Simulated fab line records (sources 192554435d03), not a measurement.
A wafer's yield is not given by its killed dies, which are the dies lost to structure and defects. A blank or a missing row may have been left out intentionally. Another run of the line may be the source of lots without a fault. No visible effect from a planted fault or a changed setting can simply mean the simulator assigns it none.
fab line records	flow n5_finfet
record: lots: 6	wafers: 18	last_day: 17
route steps=1938 shown WELL_APT@20 PMOS_HMC_CHANNEL_EPI@57 BEOL_M4@1111
lots that met no fault: from a run of the same line without faults
start_h: hours from the record's first day to the start of the lot's first wafer shown	wait_h: how many hours have passed since the lot's step before this one	" repeats the value in the row above	L1.1+2: one row covering several wafers at once	- no value, or no start given	* or withheld: withheld	< > ~ a bound
route shown NAME@n: names a module that has steps shown in the file, with the first one's number in the route	usual: mean/standard deviation of fault-free wafers	same: alike in all rows	chamber/n: place in a boat	sites: the reading at each site	_std_site: how widely they spread, as a standard deviation	_edge_site: outer sites' mean less inner sites'	radius_mm: how far each site lies from the wafer's centre	mask NAME#n: copy n	behind: tool/chamber where the wafer was last shaped	hold: reason for holding the lot/hours on hold/outcome of the hold	device: whichever transistor did not switch (one of n, p or np)	end of line: the route-end tests of the same wafers	step lacking rows: just its recipe	killed: at the first sort, the dies lost to defects and structure; wafer yield is something else	map: per-die view of a wafer (x killed, . not killed, _ where there is no die)
set.NAME: setting as actually run; set.NAME@STEP: the setting as run at that earlier step	model.NAME: the simulator's own value behind a step, which no gauge read
lots seen at some steps along the route; tables by step, rows by wafer
services: the hour from which a tool's chamber was out of use, counted from the record's first day as start_h (under 0 if before that day), plus the number of hours and why
== steps ==
step: N5_WELL_APT_HMDS_01
recipe: time_s: 60	temp_c: 120
step: N5_WELL_APT_COAT_02
recipe: spin_rpm: 1357	resist_thk_nm: 950
step: N5_WELL_APT_EBR_04
recipe: solvent: PGMEA	ebr_width_mm: 1.5
step: N5_WELL_APT_SOFTBAKE_03
recipe: temp_c: 130	time_s: 60
step: N5_WELL_APT_EXPOSE_05
recipe: mask_id: NWELL	na: 0.8	source_shape: conventional	sigma_outer: 0.8	polarization: unpolarized	defocus_nm: 0	target_cd_nm: 200	dose_mj: 20.3
step: N5_WELL_APT_PEB_06
recipe: peb_temp_c: 130	peb_time_s: 90
step: N5_WELL_APT_DEVELOP_07
recipe: develop_time_s: 45	rinse_liquid: surfactant_rinse	dry: air_spin	dev_temp_c: 21
step: N5_WELL_APT_HARDBAKE_12
recipe: temp_c: 130	time_s: 120
step: N5_WELL_APT_CD_MEAS_08
recipe: target_cd_nm: 200	landing_energy_ev: 500	detector: se_inlens
usual: cd_nm: 199.3/1.9
lot.wafer	tool	chamber	start_h	wait_h	cd_nm
L848.1	cd_sem-02	0	25.86	-	198.6
L848.4	"	0	"	"	197.4
L848.5	"	0	"	"	198.5
L849.3	cd_sem-03	0	31.59	-	203.7
L849.5	"	0	"	"	203.3
L849.6	"	0	"	"	202.4
L850.3	cd_sem-03	0	37.81	-	197.8
L850.4	"	0	"	"	200.8
L850.5	"	0	"	"	198.8
L852.1	cd_sem-03	0	49.71	-	196.9
L852.5	"	0	"	"	198.2
L852.6	"	0	"	"	197.0
L864.3	cd_sem-01	0	121.68	-	200.8
L864.5	"	0	"	"	200.6
L864.6	"	0	"	"	199.7
L865.2	cd_sem-02	0	127.65	-	200.6
L865.5	"	0	"	"	198.7
L865.6	"	0	"	"	200.7
step: N5_WELL_APT_OVL_MEAS_09
recipe: points_per_wafer: 44
usual: NWELL_OVL: -6/5
lot.wafer	tool	chamber	start_h	wait_h	NWELL_OVL[nm]
L848.1	overlay-01	0	25.89	0.0	-2
L848.4	"	0	"	"	-2
L848.5	"	0	"	"	-4
L849.3	overlay-01	0	31.61	0.0	-12
L849.5	"	0	"	"	-6
L849.6	"	0	"	"	-19
L850.3	overlay-01	0	37.84	0.0	2
L850.4	"	0	"	"	-10
L850.5	"	0	"	"	0
L852.1	overlay-02	0	49.74	0.0	-5
L852.5	"	0	"	"	0
L852.6	"	0	"	"	-4
L864.3	overlay-01	0	121.71	0.0	-13
L864.5	"	0	"	"	-11
L864.6	"	0	"	"	-17
L865.2	overlay-02	0	127.68	0.0	-13
L865.5	"	0	"	"	-15
L865.6	"	0	"	"	-14
step: N5_WELL_APT_INSPECT_10
recipe: mode: adi	inspect_instrument: macro
usual: raw_defect_count: 2.1/1.5
lot.wafer	tool	chamber	start_h	wait_h	raw_defect_count
L848.1	defect_inspect-02	-	25.92	0.0	3
L848.4	"	-	"	"	2
L848.5	"	-	"	"	0
L849.3	defect_inspect-02	-	31.64	0.0	2
L849.5	"	-	"	"	2
L849.6	"	-	"	"	0
L850.3	defect_inspect-02	-	37.86	0.0	2
L850.4	"	-	"	"	1
L850.5	"	-	"	"	3
L852.1	defect_inspect-02	-	49.76	0.0	3
L852.5	"	-	"	"	2
L852.6	"	-	"	"	0
L864.3	defect_inspect-02	-	121.74	0.0	0
L864.5	"	-	"	"	3
L864.6	"	-	"	"	2
L865.2	defect_inspect-01	-	127.70	0.0	1
L865.5	"	-	"	"	3
L865.6	"	-	"	"	2
step: N5_WELL_APT_DESCUM_13
recipe: chemistry: O2	time_s: 7.9	source_power_w: 50	bias_power_w: 20	pressure_mtorr: 20	rf_frequency_hz: 2.712e+07	temp_c: 40	o2_flow_sccm: 225
usual: drypump_motor_current_A: 5.6/0.43	oes_product_au: 0.75/0.047	rf_vpp_V: 242.8/1.6	showerhead_plenum_p_Torr: 2.06/0.09	throttle_valve_pct: 20.45/0.15
lot.wafer	tool	chamber	start_h	wait_h	drypump_motor_current_A	oes_product_au	rf_hours_counter_h	rf_vpp_V	showerhead_plenum_p_Torr	throttle_valve_pct
L848.1	rie_diel-05	3	25.95	0.0	5.1	0.77	143	243.5	2.09	20.33
L848.4	"	2	"	"	5.4	0.73	184	242.7	2.00	20.40
L848.5	"	0	"	"	5.3	0.80	-	241.0	1.92	20.47
L849.3	rie_diel-06	3	31.84	0.2	5.8	0.83	82	244.8	2.21	20.43
L849.5	"	0	"	"	6.0	0.82	-	244.4	2.22	20.56
L849.6	"	3	"	"	5.8	0.83	-	244.8	2.21	20.45
L850.3	rie_diel-01	1	37.89	0.0	6.1	0.76	147	243.0	2.07	20.39
L850.4	"	3	"	"	5.3	0.75	171	243.1	2.08	20.31
L850.5	"	2	"	"	6.3	0.72	-	243.1	2.16	20.27
L852.1	rie_diel-06	1	49.98	0.2	5.8	0.74	194	244.1	2.07	20.58
L852.5	"	2	"	"	5.6	0.72	-	243.4	2.01	20.48
L852.6	"	1	"	"	5.7	0.75	-	243.7	2.07	20.60
L864.3	rie_diel-06	3	121.77	0.0	5.7	0.80	110	245.2	2.20	20.48
L864.5	"	0	"	"	6.0	0.78	-	244.3	2.21	20.61
L864.6	"	1	"	"	5.7	0.73	-	242.6	2.06	20.63
L865.2	rie_diel-01	3	127.74	0.0	5.3	0.72	198	244.2	2.07	20.35
L865.5	"	2	"	"	6.4	0.69	-	242.7	2.15	20.32
L865.6	"	3	"	"	5.3	0.73	-	243.2	2.07	20.33
step: N5_WELL_APT_IMPLANT_14
recipe: species: P	energy_kev: 160	dose_cm2: 1.5e+13	tilt_deg: 0	rotation_deg: 0
usual: beam_energy_keV: 160.01/0.043	dose_ions_cm2: 1.4995e+13/1.7e+10	faraday_current_uA: 190/4.1
lot.wafer	tool	chamber	start_h	wait_h	beam_energy_keV	dose_ions_cm2	faraday_current_uA
L848.1	implanter-01	0	26.05	0.1	159.96	1.499e+13	192
L848.4	"	0	"	"	160.04	1.5e+13	196
L848.5	"	0	"	"	160.02	1.4973e+13	188
L849.3	implanter-02	0	32.00	0.1	160.02	1.5015e+13	194
L849.5	"	0	"	"	160.03	1.5002e+13	195
L849.6	"	0	"	"	160.02	1.4979e+13	189
L850.3	implanter-02	0	38.05	0.1	159.97	1.2959e+13	168
L850.4	"	0	"	"	160.01	1.298e+13	166
L850.5	"	0	"	"	159.99	1.2996e+13	171
L852.1	implanter-02	0	50.08	0.1	160.06	1.2983e+13	167
L852.5	"	0	"	"	160.04	1.297e+13	166
L852.6	"	0	"	"	160.03	1.2973e+13	167
L864.3	implanter-02	0	121.93	0.1	160.05	1.5034e+13	188
L864.5	"	0	"	"	159.96	1.499e+13	187
L864.6	"	0	"	"	159.92	1.5015e+13	192
L865.2	implanter-01	0	127.87	0.1	160.07	1.4983e+13	186
L865.5	"	0	"	"	160.05	1.501e+13	191
L865.6	"	0	"	"	160.02	1.4996e+13	189
step: N5_WELL_APT_IMPLANT_15
recipe: species: As	energy_kev: 25	dose_cm2: 1.5e+13	tilt_deg: 0	rotation_deg: 0
step: N5_WELL_APT_STRIP_16
recipe: chemistry: SPM	time_s: 900	temp_c: 130	h2so4_h2o2_vol_ratio: 4	dry: ipa_marangoni
step: N5_WELL_APT_HMDS_18
recipe: time_s: 60	temp_c: 120
step: N5_WELL_APT_COAT_19
recipe: spin_rpm: 1357	resist_thk_nm: 950
step: N5_WELL_APT_EBR_21
recipe: solvent: PGMEA	ebr_width_mm: 1.5
step: N5_WELL_APT_SOFTBAKE_20
recipe: temp_c: 130	time_s: 60
step: N5_WELL_APT_EXPOSE_22
recipe: mask_id: PWELL	na: 0.8	source_shape: conventional	sigma_outer: 0.8	polarization: unpolarized	defocus_nm: 0	target_cd_nm: 200	dose_mj: 23.2
step: N5_WELL_APT_PEB_23
recipe: peb_temp_c: 130	peb_time_s: 90
step: N5_WELL_APT_DEVELOP_24
recipe: develop_time_s: 45	rinse_liquid: surfactant_rinse	dry: air_spin	dev_temp_c: 21
step: N5_WELL_APT_HARDBAKE_29
recipe: temp_c: 130	time_s: 120
step: N5_WELL_APT_CD_MEAS_25
recipe: target_cd_nm: 200	landing_energy_ev: 500	detector: se_inlens
usual: cd_nm: 200.6/2
lot.wafer	tool	chamber	start_h	wait_h	cd_nm
L848.1	cd_sem-03	0	26.98	-	198.6
L848.4	"	0	"	"	196.1
L848.5	"	0	"	"	197.9
L849.3	cd_sem-01	0	32.87	-	202.6
L849.5	"	0	"	"	201.2
L849.6	"	0	"	"	202.2
L850.3	cd_sem-02	0	39.08	-	203.1
L850.4	"	0	"	"	203.8
L850.5	"	0	"	"	200.3
L852.1	cd_sem-01	0	51.14	-	199.8
L852.5	"	0	"	"	199.7
L852.6	"	0	"	"	200.5
L864.3	cd_sem-02	0	122.80	-	200.9
L864.5	"	0	"	"	200.2
L864.6	"	0	"	"	200.3
L865.2	cd_sem-03	0	128.77	-	199.9
L865.5	"	0	"	"	202.3
L865.6	"	0	"	"	205.3
step: N5_WELL_APT_OVL_MEAS_26
recipe: points_per_wafer: 44
usual: PWELL_OVL: -3/5.2
lot.wafer	tool	chamber	start_h	wait_h	PWELL_OVL[nm]
L848.1	overlay-01	0	27.01	0.0	-12
L848.4	"	0	"	"	-5
L848.5	"	0	"	"	-10
L849.3	overlay-02	0	32.90	0.0	-13
L849.5	"	0	"	"	1
L849.6	"	0	"	"	-4
L850.3	overlay-02	0	39.10	0.0	3
L850.4	"	0	"	"	1
L850.5	"	0	"	"	-3
L852.1	overlay-01	0	51.17	0.0	-1
L852.5	"	0	"	"	-3
L852.6	"	0	"	"	-6
L864.3	overlay-01	0	122.83	0.0	-14
L864.5	"	0	"	"	-6
L864.6	"	0	"	"	-10
L865.2	overlay-02	0	128.80	0.0	1
L865.5	"	0	"	"	-2
L865.6	"	0	"	"	0
step: N5_WELL_APT_INSPECT_27
recipe: mode: adi	inspect_instrument: macro
usual: raw_defect_count: 2.0/1.3
lot.wafer	tool	chamber	start_h	wait_h	raw_defect_count
L848.1	defect_inspect-02	-	27.04	0.0	2
L848.4	"	-	"	"	2
L848.5	"	-	"	"	1
L849.3	defect_inspect-02	-	32.92	0.0	3
L849.5	"	-	"	"	2
L849.6	"	-	"	"	1
L850.3	defect_inspect-01	-	39.13	0.0	1
L850.4	"	-	"	"	1
L850.5	"	-	"	"	2
L852.1	defect_inspect-01	-	51.19	0.0	3
L852.5	"	-	"	"	2
L852.6	"	-	"	"	0
L864.3	defect_inspect-01	-	122.86	0.0	2
L864.5	"	-	"	"	3
L864.6	"	-	"	"	1
L865.2	defect_inspect-02	-	128.82	0.0	1
L865.5	"	-	"	"	1
L865.6	"	-	"	"	3
step: N5_WELL_APT_DESCUM_30
recipe: chemistry: O2	time_s: 7.9	source_power_w: 50	bias_power_w: 20	pressure_mtorr: 20	rf_frequency_hz: 2.712e+07	temp_c: 40	o2_flow_sccm: 225
usual: drypump_motor_current_A: 5.7/0.41	oes_product_au: 0.76/0.048	rf_vpp_V: 243.1/1.5	showerhead_plenum_p_Torr: 2.09/0.088	throttle_valve_pct: 20.45/0.14
lot.wafer	tool	chamber	start_h	wait_h	drypump_motor_current_A	oes_product_au	rf_hours_counter_h	rf_vpp_V	showerhead_plenum_p_Torr	throttle_valve_pct
L848.1	rie_diel-01	2	27.07	0.0	6.3	0.71	180	244.3	2.16	20.28
L848.4	"	0	"	"	5.4	0.87	30	242.4	2.14	20.21
L848.5	"	1	"	"	6.1	0.76	-	241.9	2.07	20.41
L849.3	rie_diel-06	1	32.96	0.0	5.7	0.75	187	241.0	2.07	20.57
L849.5	"	1	"	"	5.7	0.76	-	241.6	2.07	20.57
L849.6	"	0	"	"	6.0	0.82	-	245.7	2.22	20.56
L850.3	rie_diel-05	3	39.61	0.5	5.1	0.77	149	244.2	2.09	20.34
L850.4	"	1	"	"	6.6	0.71	215	241.9	2.00	20.82
L850.5	"	1	"	"	6.6	0.71	-	241.6	2.00	20.81
L852.1	rie_diel-06	0	51.42	0.2	6.0	0.81	100	245.2	2.22	20.57
L852.5	"	0	"	"	6.0	0.80	-	245.0	2.22	20.58
L852.6	"	1	"	"	5.8	0.74	-	243.2	2.07	20.59
L864.3	rie_diel-01	2	122.89	0.0	6.4	0.69	209	243.3	2.15	20.32
L864.5	"	3	"	"	5.3	0.73	-	243.6	2.07	20.33
L864.6	"	2	"	"	6.4	0.70	-	244.2	2.15	20.30
L865.2	rie_diel-01	0	128.86	0.0	5.4	0.83	62	244.2	2.13	20.26
L865.5	"	3	"	"	5.3	0.73	-	242.9	2.07	20.34
L865.6	"	0	"	"	5.4	0.82	-	244.3	2.13	20.27
step: N5_WELL_APT_IMPLANT_31
recipe: species: B	energy_kev: 60	dose_cm2: 1.5e+13	tilt_deg: 0	rotation_deg: 0
step: N5_WELL_APT_IMPLANT_32
recipe: species: BF2	energy_kev: 50	dose_cm2: 2e+13	tilt_deg: 0	rotation_deg: 0
step: N5_WELL_APT_STRIP_33
recipe: chemistry: SPM	time_s: 900	temp_c: 130	h2so4_h2o2_vol_ratio: 4	dry: ipa_marangoni
step: N5_WELL_APT_RTA_34
recipe: temp_c: 1000	time_s: 10	ambient: N2	idle_temp_c: 600	ramp_up_c_per_s: 150	ramp_down_c_per_s: 60	cool_to_c: 600
usual: lamp_power_pct: 13.00/0.05	wafer_temp_C_max: 1003.4/1.1
lot.wafer	tool	chamber	start_h	wait_h	lamp_power_pct	wafer_temp_C_max
L848.1	rtp_anneal-01	0	27.83	0.0	13.04	1004.3
L848.4	"	0	"	"	12.99	1003.6
L848.5	"	0	"	"	13.05	1005.0
L849.3	rtp_anneal-01	0	33.78	0.1	13.04	1002.7
L849.5	"	0	"	"	12.97	1003.5
L849.6	"	0	"	"	13.02	1004.0
L850.3	rtp_anneal-02	0	40.43	0.1	13.08	1003.5
L850.4	"	0	"	"	12.97	1004.8
L850.5	"	0	"	"	13.00	1003.2
L852.1	rtp_anneal-02	0	52.26	0.1	12.96	1004.0
L852.5	"	0	"	"	13.11	1004.3
L852.6	"	0	"	"	12.99	1003.7
L864.3	rtp_anneal-01	0	123.71	0.1	13.02	1003.0
L864.5	"	0	"	"	13.07	1004.2
L864.6	"	0	"	"	12.97	1001.4
L865.2	rtp_anneal-02	0	130.17	0.6	13.00	1004.0
L865.5	"	0	"	"	13.05	1003.1
L865.6	"	0	"	"	13.03	1002.5
step: N5_WELL_APT_OXIDE_STRIP_42
recipe: chemistry: dHF	dilution: 25:1	time_s: 45	temp_c: 25	target: SiO2	target_depth_a: 120
step: N5_WELL_APT_PRECLEAN_36
recipe: chemistry: O3/DIW	time_s: 45	temp_c: 22	o3_ppm: 10
step: N5_WELL_APT_PRECLEAN_39
recipe: chemistry: dHF	time_s: 60	dilution: 150:1	temp_c: 25
step: N5_WELL_APT_SRD_37
recipe: dry: ipa_marangoni	do_ppb: 5	time_s: 30	temp_c: 23	rinse_liquid: diw
step: N5_WELL_APT_EPI_41
recipe: material: Si	target_thk_a: 500	temp_c: 650	precursor: SiH4/H2	pressure_torr: 20	time_s: 297.7
usual: chamber_pressure_Torr: 20.01/0.04	lamp_inner_pct: 14.4/2.2	throttle_valve_pct: 11.6/0.32
lot.wafer	tool	chamber	start_h	wait_h	chamber_pressure_Torr	lamp_inner_pct	throttle_valve_pct
L848.1	epi_rpcvd-04	0	28.07	0.0	20.02	12.8	12.0
L848.4	"	0	"	"	20.06	13.0	12.1
L848.5	"	0	"	"	20.06	12.7	11.6
L849.3	epi_rpcvd-03	0	34.25	0.3	19.96	12.6	11.8
L849.5	"	0	"	"	20.04	12.7	11.6
L849.6	"	0	"	"	19.97	12.4	11.6
L850.3	epi_rpcvd-02	0	40.90	0.3	20.02	17.1	11.1
L850.4	"	0	"	"	20.03	17.2	11.4
L850.5	"	0	"	"	20.04	17.3	11.3
L852.1	epi_rpcvd-04	0	52.52	0.0	19.99	12.7	11.8
L852.5	"	0	"	"	19.99	12.7	11.9
L852.6	"	0	"	"	19.92	12.8	11.9
L864.3	epi_rpcvd-02	0	124.18	0.3	20.00	17.1	11.0
L864.5	"	0	"	"	20.03	17.2	11.4
L864.6	"	0	"	"	20.01	17.2	11.2
L865.2	epi_rpcvd-03	0	130.83	0.2	20.03	12.6	11.6
L865.5	"	0	"	"	19.97	12.5	11.7
L865.6	"	0	"	"	20.03	12.5	11.5
step: N5_WELL_APT_INSPECT_38
recipe: inspect_instrument: darkfield	mode: post_epi
usual: raw_defect_count: 13/4.9
lot.wafer	tool	chamber	start_h	wait_h	raw_defect_count
L848.1	defect_inspect-01	-	29.17	0.9	22
L848.4	"	-	"	"	15
L848.5	"	-	"	"	11
L849.3	defect_inspect-02	-	34.82	0.4	17
L849.5	"	-	"	"	16
L849.6	"	-	"	"	14
L850.3	defect_inspect-01	-	41.47	0.4	11
L850.4	"	-	"	"	13
L850.5	"	-	"	"	11
L852.1	defect_inspect-01	-	53.35	0.7	13
L852.5	"	-	"	"	13
L852.6	"	-	"	"	14
L864.3	defect_inspect-01	-	124.75	0.4	11
L864.5	"	-	"	"	13
L864.6	"	-	"	"	14
L865.2	defect_inspect-01	-	131.53	0.6	15
L865.5	"	-	"	"	15
L865.6	"	-	"	"	12
step: N5_PMOS_HMC_CHANNEL_EPI_HM_DEP_34
recipe: material: SiO2	target_thk_a: 360	temp_c: 400	precursor: TEOS/O2	pressure_torr: 6.5	rf_w: 900	teos_flow_sccm: 161.4	gas: O2	flow_sccm: 2650	time_s: 6.9
usual: chamber_pressure_Torr: 6.501/0.013	heater_power_w: 638/120	showerhead_plenum_p_Torr: 8.34/0.039	throttle_valve_pct: 18.4/0.79
lot.wafer	tool	chamber	start_h	wait_h	chamber_pressure_Torr	heater_power_w	showerhead_plenum_p_Torr	throttle_valve_pct
L848.1	pecvd-04	1	29.21	0.0	6.503	610	8.32	17.6
L848.4	"	1	"	"	6.473	623	8.32	17.7
L848.5	"	2	"	"	6.490	716	8.26	18.6
L849.3	pecvd-04	0	34.86	0.0	6.513	817	8.33	18.9
L849.5	"	2	"	"	6.520	665	8.26	18.6
L849.6	"	1	"	"	6.506	578	8.31	17.4
L850.3	pecvd-04	0	41.51	0.0	6.472	791	8.35	18.5
L850.4	"	2	"	"	6.505	739	8.26	18.8
L850.5	"	1	"	"	6.527	549	8.29	17.5
L852.1	pecvd-04	2	53.39	0.0	6.503	606	8.27	18.6
L852.5	"	1	"	"	6.497	574	8.33	18.0
L852.6	"	2	"	"	6.523	593	8.28	18.8
L864.3	pecvd-02	0	124.78	0.0	6.505	599	8.35	18.6
L864.5	"	1	"	"	6.479	729	8.40	18.9
L864.6	"	0	"	"	6.504	614	8.38	18.5
L865.2	pecvd-02	0	131.57	0.0	6.487	593	8.34	18.2
L865.5	"	1	"	"	6.475	839	8.37	18.8
L865.6	"	0	"	"	6.506	586	8.37	18.6
step: N5_PMOS_HMC_CHANNEL_EPI_COAT_31
recipe: resist: BARC	temp_c: 205	time_s: 60	spin_rpm: 1500	resist_thk_nm: 66
step: N5_PMOS_HMC_CHANNEL_EPI_COAT_03
recipe: resist: CAR-ArF-block	spin_rpm: 1500	resist_thk_nm: 205
step: N5_PMOS_HMC_CHANNEL_EPI_EBR_05
recipe: solvent: PGMEA	ebr_width_mm: 1.5
step: N5_PMOS_HMC_CHANNEL_EPI_SOFTBAKE_04
recipe: temp_c: 110	time_s: 60	resist: CAR-ArF-block
step: N5_BEOL_M4_RC_MEAS_101
usual: DIBL_N: 35.9/1.4	DIBL_P: 35.9/1.7	IOFF_N: 0.160/0.026	IOFF_P: 0.21/0.036	ION_N: 672/11	ION_P: 461/8.1	RS_NWELL: 1036/6.3	SS_N: 71.4/0.54	SS_P: 73.2/0.67	VT_N: 249.3/2.7	VT_P: -250/3.9
lot.wafer	tool	chamber	start_h	wait_h	DIBL_N[mV/V]	DIBL_P[mV/V]	IOFF_N[nA/um]	IOFF_P[nA/um]	ION_N[uA/um]	ION_P[uA/um]	RS_NWELL[ohm/sq]	SS_N[mV/dec]	SS_P[mV/dec]	VT_N[mV]	VT_P[mV]
L848.1	prober-01	0	192.28	0.0	34.5	34.5	0.133	0.21	676	468	1041	71.3	72.0	249.8	-251
L848.4	"	0	"	"	35.4	34.9	0.150	0.21	681	472	1044	71.8	72.3	250.1	-248
L848.5	"	0	"	"	34.5	34.1	0.137	0.20	675	469	1035	71.2	72.6	250.5	-247
L849.3	prober-02	0	197.11	0.3	36.4	35.4	0.161	0.20	663	454	1041	71.0	73.6	249.6	-252
L849.5	"	0	"	"	35.9	35.5	0.162	0.21	674	462	1031	71.0	72.9	250.4	-249
L849.6	"	0	"	"	38.1	37.9	0.191	0.25	671	463	1034	72.0	74.1	246.7	-246
L852.1	prober-01	0	197.43	0.0	35.6	36.0	0.145	0.20	664	454	1125	71.7	72.9	250.9	-252
L852.5	"	0	"	"	33.9	35.2	0.126	0.19	665	459	1125	70.2	73.1	252.5	-250
L852.6	"	0	"	"	35.0	35.5	0.149	0.19	662	459	1142	71.4	72.1	251.5	-251
L850.3	prober-02	0	204.73	0.3	33.6	33.4	0.128	0.16	660	457	1115	71.2	71.9	251.0	-257
L850.4	"	0	"	"	37.0	38.6	0.193	0.24	695	470	1117	71.4	74.5	245.2	-250
L850.5	"	0	"	"	32.3	32.6	0.111	0.14	654	447	1125	70.7	72.3	252.4	-256
L864.3	prober-01	0	276.71	0.3	33.5	34.0	0.117	0.17	658	454	1034	71.0	71.9	252.2	-251
L864.5	"	0	"	"	36.8	36.8	0.183	0.21	661	453	1028	72.2	72.8	247.1	-247
L864.6	"	0	"	"	35.8	35.9	0.159	0.20	665	457	1033	71.8	72.4	249.5	-250
L865.2	prober-01	0	288.54	0.2	36.4	36.7	0.167	0.25	660	463	1043	72.0	73.4	248.3	-246
L865.5	"	0	"	"	35.1	35.9	0.154	0.23	675	472	1048	71.9	73.7	248.9	-247
L865.6	"	0	"	"	33.6	32.9	0.123	0.20	657	461	1026	71.4	72.8	251.9	-250
== services ==
tool	chamber	start_h	hours	kind
implanter-01	-	18.66	1.4	repair
pecvd-02	2	21.12	-	clean
pecvd-02	2	21.12	-	consumable_replace:showerhead
pecvd-02	2	21.12	29.0	scheduled_down
pecvd-02	2	21.12	29.0	vent_cycle
implanter-01	-	23.77	1.9	repair
rie_diel-05	1	35.97	1.5	repair
rie_diel-01	-	38.30	0.8	repair
rie_diel-01	-	39.22	13.9	repair
pecvd-02	0	40.86	2.1	scheduled_down
implanter-01	-	73.51	2.2	repair
pecvd-02	2	94.85	5.5	scheduled_down
pecvd-04	1	112.47	2.1	scheduled_down
implanter-01	-	120.64	1.9	repair
rie_diel-06	2	130.51	8.3	repair
== key ==
first_sign: step: N5_WELL_APT_IMPLANT_14	reading: dose_ions_cm2	direction: down	sigmas: 99+	usual: 1.4995e+13	struck: 1.2977e+13
effect: step: N5_WELL_APT_IMPLANT_14	reading: faraday_current_uA	direction: down	sigmas: 5.4	usual: 190	struck: 167
effect: step: N5_BEOL_M4_RC_MEAS_101	reading: RS_NWELL	direction: up	sigmas: 14	usual: 1036	struck: 1125
met_at N5_WELL_APT_IMPLANT_14
struck_wafers L850.3,L850.4,L850.5,L852.1,L852.5,L852.6
onset_between 32.00 38.05
fault: kind: process_parameter_drift	tool: implanter-02	chamber: -	onset_h: 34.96	steps: N5_WELL_APT_IMPLANT_14	channel: dose_cm2	offset: -2.0338e+12	shape: step	end_h: 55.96	acts_in: these_recipes_only	stated: 1.5e+13
